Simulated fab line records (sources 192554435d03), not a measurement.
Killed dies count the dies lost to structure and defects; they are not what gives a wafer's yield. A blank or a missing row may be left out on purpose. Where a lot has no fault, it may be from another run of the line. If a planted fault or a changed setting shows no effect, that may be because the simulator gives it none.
fab line records -- flow n5Finfet
[record] lots = 9, wafers = 27, lastDay = 19
route steps=1938 shown BEOL_M4@1070
lots untouched by any fault: they come from a run of this same line in which no faults occurred
startH: hours from the record's opening day to when the first of the lot's shown wafers began -- waitH: hours elapsed since this lot's preceding step -- " same as the row above -- L1.1+2: a row that stands for several wafers -- - no value, or no start was given -- * or withheld: withheld -- < > ~ a bound
route shown NAME@n: a module of which the file shows steps, and the number in the route of the first -- usual: average and standard deviation across the fault-free wafers -- same: alike in all rows -- chamber/n: place in a boat -- sites: the reading at each site -- _std_site: their standard deviation -- _edge_site: mean of outer sites minus mean of inner sites -- radiusMm: for every site, how far away it sits from the centre of the wafer -- mask NAME#n: copy n -- behind: the last tool/chamber to shape the wafer -- hold: why the lot was held/for how many hours/how that ended -- device: the n, p or np transistor that did not switch -- end of line: the route-end tests of the same wafers -- a step given without rows: its recipe and nothing more -- killed: dies lost to structure and defects at the first sort, not the wafer's yield -- map: shows each die of a wafer: x if killed, . if not, _ if none is there
set.NAME: setting as actually run; set.NAME@STEP: the setting as run at that earlier step -- model.NAME: the simulator's own value behind a step, which no gauge read
route steps across a sampled set of lots; one table per step, one row per wafer
services: when a tool's chamber went out of use (startH, in hours from the record's first day, below 0 if earlier), for how many hours, and the reason
[[steps]]
[step N5_BEOL_M4_TRENCH_ETCH_37]
[recipe] chemistry = C4F6/O2, targetDepthA = 555.55, target = SiOC, timeS = 29.2, ionEnergyEv = 250, pressureMtorr = 30, sourceW = 355, biasW = 185, Ar_flow_sccm = 300, C4F6_flow_sccm = 10, O2_flow_sccm = 10
[usual] drypumpMotorCurrentA = 5.7/0.35, oesProductAu = 0.81/0.088, rfVppV = 664/4.6, showerheadPlenumPTorr = 2.83/0.091, throttleValvePct = 20.71/0.14
lot.wafer,tool,chamber,startH,waitH,drypumpMotorCurrentA,oesProductAu,rfHoursCounterH,rfVppV,showerheadPlenumPTorr,throttleValvePct
L164.3,rieDiel-02,3,-,-,5.2,0.74,181,668,2.96,20.77
L164.5,rieDiel-02,1,-,-,5.8,0.91,-,662,2.80,20.61
L164.6,rieDiel-02,0,-,-,5.9,0.72,-,673,2.95,20.60
L165.2,rieDiel-01,2,-,-,5.7,0.87,48,667,2.79,20.43
L165.4,rieDiel-01,1,-,-,5.5,0.69,-,671,2.82,21.29
L165.5,rieDiel-01,2,-,-,5.7,0.88,-,667,2.78,20.43
L166.2,rieDiel-02,2,-,-,5.7,0.88,39,663,2.78,20.59
L166.4,rieDiel-02,0,-,-,5.9,0.71,177,672,2.94,20.61
L166.5,rieDiel-02,2,-,-,5.7,0.88,-,662,2.78,20.58
L172.1,rieDiel-06,3,-,-,6.1,0.68,245,657,2.69,20.94
L172.3,rieDiel-06,1,-,-,5.6,0.72,186,666,2.82,20.72
L172.6,rieDiel-06,1,-,-,5.6,0.73,-,663,2.82,20.71
L175.1,rieDiel-01,0,-,-,5.2,0.91,28,663,2.78,20.74
L175.2,rieDiel-01,2,-,-,5.8,0.83,83,665,2.77,20.48
L175.6,rieDiel-01,3,-,-,6.4,0.89,-,669,2.80,20.72
L179.1,rieDiel-02,1,-,-,5.8,0.85,48,662,2.78,20.66
L179.2,rieDiel-02,3,-,-,5.2,0.71,216,666,2.94,20.81
L179.4,rieDiel-02,0,-,-,5.9,0.70,196,673,2.94,20.62
L178.3,rieDiel-01,2,-,-,5.8,0.83,86,665,2.77,20.47
L178.5,rieDiel-01,3,-,-,6.4,0.90,-,669,2.79,20.74
L178.6,rieDiel-01,2,-,-,5.8,0.83,-,666,2.77,20.49
L181.1,rieDiel-01,1,-,-,5.5,0.94,6,668,2.80,21.00
L181.2,rieDiel-01,0,-,-,5.2,0.90,35,664,2.78,20.74
L181.6,rieDiel-01,3,-,-,6.4,0.89,-,668,2.79,20.75
L186.2,rieDiel-02,0,-,-,5.9,0.68,215,673,2.93,20.66
L186.5,rieDiel-02,1,-,-,5.9,0.82,-,661,2.77,20.69
L186.6,rieDiel-02,0,-,-,5.9,0.69,-,672,2.93,20.65
[step N5_BEOL_M4_ETCH_41]
[recipe] chemistry = CH3F/O2, target = SiCN, targetDepthA = 299, taperDeg = 2, timeS = 52.5, ionEnergyEv = 120, maskMaterial = TiN, pressureMtorr = 30, sourceW = 395, biasW = 75, Ar_flow_sccm = 150, CH3F_flow_sccm = 30, O2_flow_sccm = 20
[usual] drypumpMotorCurrentA = 5.7/0.35, oesProductAu = 0.81/0.087, rfVppV = 297.0/1.6, showerheadPlenumPTorr = 1.99/0.067, throttleValvePct = 16.17/0.15
lot.wafer,tool,chamber,startH,waitH,drypumpMotorCurrentA,oesProductAu,rfHoursCounterH,rfVppV,showerheadPlenumPTorr,throttleValvePct
L164.3,rieDiel-02,3,-,-,5.2,0.74,181,298.5,2.08,16.27
L164.5,rieDiel-02,1,-,-,5.8,0.92,-,296.2,1.96,16.02
L164.6,rieDiel-02,0,-,-,5.9,0.73,-,299.2,2.07,16.10
L165.2,rieDiel-01,2,-,-,5.8,0.88,48,296.6,1.95,15.88
L165.4,rieDiel-01,1,-,-,5.5,0.70,-,296.9,1.98,16.78
L165.5,rieDiel-01,2,-,-,5.8,0.88,-,295.8,1.95,15.86
L166.2,rieDiel-02,2,-,-,5.7,0.88,39,295.6,1.95,16.03
L166.4,rieDiel-02,0,-,-,5.9,0.71,177,299.4,2.07,16.11
L166.5,rieDiel-02,2,-,-,5.7,0.88,-,296.3,1.95,16.02
L172.1,rieDiel-06,3,-,-,6.2,0.68,245,294.1,1.89,16.46
L172.3,rieDiel-06,1,-,-,5.6,0.73,187,295.8,1.98,16.24
L172.6,rieDiel-06,1,-,-,5.6,0.72,-,296.6,1.98,16.23
L175.1,rieDiel-01,0,-,-,5.1,0.92,28,296.1,1.95,16.14
L175.2,rieDiel-01,2,-,-,5.7,0.83,83,296.6,1.94,15.93
L175.6,rieDiel-01,3,-,-,6.4,0.89,-,297.8,1.96,16.14
L179.1,rieDiel-02,1,-,-,5.8,0.85,48,296.5,1.95,16.10
L179.2,rieDiel-02,3,-,-,5.2,0.71,216,297.8,2.07,16.31
L179.4,rieDiel-02,0,-,-,5.9,0.71,196,299.2,2.07,16.13
L178.3,rieDiel-01,2,-,-,5.8,0.81,86,296.7,1.94,15.94
L178.5,rieDiel-01,3,-,-,6.4,0.88,-,295.9,1.96,16.15
L178.6,rieDiel-01,2,-,-,5.7,0.82,-,296.4,1.94,15.95
L181.1,rieDiel-01,1,-,-,5.5,0.94,6,295.0,1.97,16.39
L181.2,rieDiel-01,0,-,-,5.2,0.90,36,296.4,1.95,16.14
L181.6,rieDiel-01,3,-,-,6.4,0.88,-,296.4,1.96,16.15
L186.2,rieDiel-02,0,-,-,5.9,0.69,215,298.5,2.06,16.17
L186.5,rieDiel-02,1,-,-,5.8,0.83,-,295.4,1.94,16.13
L186.6,rieDiel-02,0,-,-,5.9,0.69,-,299.7,2.06,16.18
[step N5_BEOL_M4_CD_MEAS_35]
[recipe] targetCdNm = 18, targetCdYNm = 22.4, polarity = opening
[usual] cdNm = 17.99/0.29
lot.wafer,tool,chamber,startH,waitH,cdNm
L164.3,cdSem-03,-,165.46,0.0,17.64
L164.5,cdSem-03,-,165.46,0.0,17.70
L164.6,cdSem-03,-,165.46,0.0,17.19
L165.2,cdSem-01,-,165.65,0.0,17.91
L165.4,cdSem-01,-,165.65,0.0,17.65
L165.5,cdSem-01,-,165.65,0.0,17.54
L166.2,cdSem-02,-,183.43,0.0,18.24
L166.4,cdSem-02,-,183.43,0.0,17.87
L166.5,cdSem-02,-,183.43,0.0,18.14
L172.1,cdSem-01,-,226.78,0.0,18.32
L172.3,cdSem-01,-,226.78,0.0,18.17
L172.6,cdSem-01,-,226.78,0.0,18.34
L175.1,cdSem-02,-,255.90,0.0,17.85
L175.2,cdSem-02,-,255.90,0.0,17.78
L175.6,cdSem-02,-,255.90,0.0,17.64
L179.1,cdSem-01,-,259.03,0.0,18.10
L179.2,cdSem-01,-,259.03,0.0,18.36
L179.4,cdSem-01,-,259.03,0.0,17.90
L178.3,cdSem-03,-,261.59,0.0,17.96
L178.5,cdSem-03,-,261.59,0.0,18.39
L178.6,cdSem-03,-,261.59,0.0,17.89
L181.1,cdSem-01,-,280.94,0.0,18.46
L181.2,cdSem-01,-,280.94,0.0,17.85
L181.6,cdSem-01,-,280.94,0.0,17.44
L186.2,cdSem-03,-,318.32,0.0,18.07
L186.5,cdSem-03,-,318.32,0.0,17.81
L186.6,cdSem-03,-,318.32,0.0,17.97
[step N5_BEOL_M4_CVD_47]
[recipe] material = Co, targetThkA = 30, tempC = withheld, precursor = CCTBA/H2, pressureTorr = 30, timeS = 223.8
[usual] chamberPressureTorr = 30.00/0.067, runLengthS = 246.8/0.49
lot.wafer,tool,chamber,startH,waitH,chamberPressureTorr,runLengthS
L164.3,cvdCo-01,1,166.46,0.0,30.01,246.5
L164.5,cvdCo-01,0,166.46,0.0,30.18,246.4
L164.6,cvdCo-01,1,166.46,0.0,30.09,246.3
L165.2,cvdCo-01,2,166.60,0.1,30.00,246.6
L165.4,cvdCo-01,2,166.60,0.1,30.02,246.5
L165.5,cvdCo-01,1,166.60,0.1,30.03,247.0
L166.2,cvdCo-02,2,184.61,0.1,29.96,246.4
L166.4,cvdCo-02,2,184.61,0.1,30.02,246.4
L166.5,cvdCo-02,1,184.61,0.1,29.97,246.3
L172.1,cvdCo-02,0,227.90,0.1,29.89,247.3
L172.3,cvdCo-02,2,227.90,0.1,30.08,246.6
L172.6,cvdCo-02,1,227.90,0.1,29.87,246.5
L175.1,cvdCo-01,1,256.54,0.0,29.90,383.2
L175.2,cvdCo-01,0,256.54,0.0,30.06,246.7
L175.6,cvdCo-01,2,256.54,0.0,30.01,383.4
L179.1,cvdCo-01,2,259.66,0.1,29.97,383.5
L179.2,cvdCo-01,1,259.66,0.1,29.93,246.4
L179.4,cvdCo-01,0,259.66,0.1,30.02,247.3
L178.3,cvdCo-02,2,262.49,0.0,29.93,246.8
L178.5,cvdCo-02,2,262.49,0.0,29.97,246.7
L178.6,cvdCo-02,0,262.49,0.0,29.94,247.4
L181.1,cvdCo-02,1,281.66,0.1,30.07,246.6
L181.2,cvdCo-02,0,281.66,0.1,30.04,248.1
L181.6,cvdCo-02,2,281.66,0.1,30.06,246.6
L186.2,cvdCo-02,2,319.38,0.1,29.99,246.8
L186.5,cvdCo-02,0,319.38,0.1,29.99,247.4
L186.6,cvdCo-02,2,319.38,0.1,30.03,246.5
[step N5_BEOL_M4_RC_MEAS_101]
[usual] DIBL_N = 36.1/1.3, DIBL_P = 36.1/1.7, IOFF_N = 0.154/0.022, IOFF_P = 0.201/0.024, ION_N = 675/8.9, ION_P = 462/5.9, SS_N = 71.5/0.49, SS_P = 73.3/0.58, VT_N = 250.0/2.7, VT_P = -251.3/2.7
lot.wafer,tool,chamber,startH,waitH,DIBL_N[mV/V],DIBL_P[mV/V],IOFF_N[nA/um],IOFF_P[nA/um],ION_N[uA/um],ION_P[uA/um],SS_N[mV/dec],SS_P[mV/dec],VT_N[mV],VT_P[mV]
L164.3,prober-02,0,170.07,0.3,34.0,33.8,0.133,0.171,662,449,71.7,72.9,250.9,-255.2
L164.5,prober-02,0,170.07,0.3,33.7,33.7,0.128,0.170,672,464,71.9,73.1,254.0,-254.0
L164.6,prober-02,0,170.07,0.3,33.8,33.5,0.129,0.167,662,456,71.2,72.6,252.7,-255.0
L165.2,prober-01,0,170.57,0.2,36.8,37.7,0.168,0.185,678,452,72.2,73.7,250.7,-254.7
L165.4,prober-01,0,170.57,0.2,36.0,36.4,0.146,0.172,662,452,71.3,73.7,251.7,-253.2
L165.5,prober-01,0,170.57,0.2,37.6,38.3,0.165,0.184,676,448,72.1,73.5,250.3,-254.9
L166.2,prober-02,0,189.27,0.2,37.6,37.2,0.164,0.216,681,468,71.6,73.5,250.3,-249.2
L166.4,prober-02,0,189.27,0.2,38.4,38.5,0.181,0.235,684,468,72.1,73.9,248.3,-249.2
L166.5,prober-02,0,189.27,0.2,35.2,34.9,0.134,0.184,681,466,71.5,73.4,252.3,-253.5
L172.1,prober-02,0,231.69,0.0,35.2,34.1,0.136,0.174,662,452,71.4,72.9,253.5,-250.5
L172.3,prober-02,0,231.69,0.0,35.0,35.0,0.151,0.192,672,460,71.7,73.4,252.1,-250.9
L172.6,prober-02,0,231.69,0.0,36.8,36.7,0.176,0.218,679,462,71.6,74.1,247.8,-250.6
L175.1,prober-01,0,259.59,0.0,36.0,34.7,0.144,0.203,673,466,70.5,72.4,249.2,-247.3
L175.2,prober-01,0,259.59,0.0,37.1,35.7,0.161,0.215,672,463,71.2,73.2,249.9,-250.3
L175.6,prober-01,0,259.59,0.0,36.7,35.4,0.161,0.209,679,466,71.0,73.3,249.1,-251.8
L179.1,prober-01,0,262.90,0.0,36.7,38.5,0.165,0.205,672,457,72.0,73.8,250.8,-254.0
L179.2,prober-01,0,262.90,0.0,37.5,40.4,0.185,0.235,682,459,71.9,74.1,251.0,-249.4
L179.4,prober-01,0,262.90,0.0,35.5,37.5,0.140,0.195,654,449,71.7,73.5,254.2,-251.7
L178.3,prober-02,0,267.70,0.3,36.6,36.4,0.151,0.210,669,463,71.4,73.1,252.1,-252.0
L178.5,prober-02,0,267.70,0.3,36.5,36.1,0.146,0.202,671,459,71.2,73.2,249.7,-251.8
L178.6,prober-02,0,267.70,0.3,36.6,36.7,0.154,0.210,680,464,71.6,72.8,247.6,-253.2
L181.1,prober-02,0,284.72,0.0,36.0,36.7,0.141,0.183,668,455,70.9,73.6,250.3,-252.3
L181.2,prober-02,0,284.72,0.0,36.6,36.9,0.141,0.189,667,456,71.6,73.5,252.9,-256.0
L181.6,prober-02,0,284.72,0.0,34.9,35.4,0.122,0.162,659,453,70.7,72.5,253.9,-256.0
L186.2,prober-01,0,322.61,0.2,35.0,35.5,0.129,0.156,667,456,71.1,73.3,251.5,-255.6
L186.5,prober-01,0,322.61,0.2,35.0,36.1,0.136,0.168,678,460,71.8,72.9,249.9,-253.4
L186.6,prober-01,0,322.61,0.2,35.9,36.4,0.141,0.169,677,462,72.3,73.3,250.5,-256.6
[[services]]
tool,chamber,startH,hours,kind
cvdCo-02,-,144.26,3.0,repair
cvdCo-01,-,147.27,6.0,pm
rieDiel-01,0,154.18,-,clean
rieDiel-01,0,154.18,-,consumableReplace:focusRing
rieDiel-01,0,154.18,33.0,scheduledDown
rieDiel-01,0,154.18,33.0,ventCycle
rieDiel-06,1,164.44,9.9,repair
cvdCo-01,2,167.15,10.9,repair
cvdCo-01,1,167.27,34.5,repair
rieDiel-01,3,177.60,5.2,repair
cvdCo-02,-,178.10,0.3,repair
rieDiel-06,1,183.55,8.8,repair
cvdCo-01,-,202.00,3.4,repair
rieDiel-02,0,212.15,22.1,repair
rieDiel-06,3,215.95,2.9,repair
rieDiel-01,1,240.61,-,clean
rieDiel-01,1,240.61,-,consumableReplace:focusRing
rieDiel-01,1,240.61,16.8,scheduledDown
rieDiel-01,1,240.61,16.8,ventCycle
rieDiel-06,3,242.73,-,clean
rieDiel-06,3,242.73,-,consumableReplace:focusRing
rieDiel-06,3,242.73,-,consumableReplace:showerhead
rieDiel-02,2,281.00,6.7,repair
rieDiel-01,2,307.95,1.8,repair
[[key]]
[firstSign] step = N5_BEOL_M4_CVD_47, reading = runLengthS, direction = up, sigmas = 99+, usual = *, struck = *
effect none on later readings
metAt N5_BEOL_M4_CVD_47
struckLots L175,L179
struckWafers L175.1,L175.6,L179.1
notActingAt N5_BEOL_M4_TRENCH_ETCH_37,N5_BEOL_M4_ETCH_41,N5_BEOL_M4_CD_MEAS_35
onsetBetween 166.60 256.54
[fault] kind = processParameterDrift, tool = cvdCo-01, chamber = -, onsetH = 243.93, steps = N5_BEOL_M4_CVD_47, channel = timeS, offset = *, shape = step, endH = 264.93, scope = struckWafersOnly, actsIn = *, stated = *
